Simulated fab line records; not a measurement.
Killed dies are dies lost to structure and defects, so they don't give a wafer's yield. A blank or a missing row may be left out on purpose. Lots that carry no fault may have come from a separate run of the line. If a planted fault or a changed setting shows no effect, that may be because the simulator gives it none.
Chamber matching | flow n5 finfet | N5_BEOL_M0_SAQP_ETCH_106 on rie diel-04 has 4 sister chambers
The step etches SOC in N2/H2, stops on SiNx, target depth 150 nm. 8 wafers are shown with their chamber, then 8 later ones without.

EACH WAFER AND ITS CHAMBER
wafer  | chamber | drypump motor current A (A) | oes product au (a.u.)
L087.1 | 3       | 6.4                         | 0.74
L090.1 | 0       | 5.3                         | 0.91
L090.2 | 1       | 5.6                         | 0.78
L090.6 | 2       | 4.8                         | 0.69
L091.2 | 1       | 5.7                         | 0.78
L091.3 | 3       | 6.4                         | 0.73
L091.4 | 0       | 5.3                         | 0.91
L092.2 | 2       | 4.8                         | 0.68

WAFERS WITHOUT THEIR CHAMBER
wafer  | drypump motor current A (A) | oes product au (a.u.)
L092.4 | 5.3                         | 0.90
L092.6 | 4.7                         | 0.68
L095.1 | 6.4                         | 0.72
L095.2 | 4.7                         | 0.68
L095.4 | 5.3                         | 0.88
L096.1 | 4.7                         | 0.68
L096.3 | 5.3                         | 0.89
L096.5 | 4.8                         | 0.68

WHICH CHAMBER EACH WENT THROUGH
wafer  | from the rows above | in truth
L092.4 | 0                   | 0
L092.6 | 2                   | 2
L095.1 | 3                   | 3
L095.2 | 2                   | 2
L095.4 | 0                   | 0
L096.1 | 2                   | 2
L096.3 | 0                   | 0
L096.5 | 2                   | 2
Placed correctly: 8 of 8. From these rows, 0 cannot be placed. 0 placed wrongly.
How it was worked out, from the rows above alone: a wafer's distance from a chamber is the root of the sum, over the readings, of the square of ((its reading less the chamber's mean) divided by the reading's scatter). The wafer belongs to the nearest chamber; if the next one is less than 2 further off, it can't be placed. A chamber's mean is the mean of its shown wafers. The scatter is the square root of a quotient: the sum, over the shown wafers, of each reading's squared deviation from its chamber's mean, divided by wafers minus chambers.
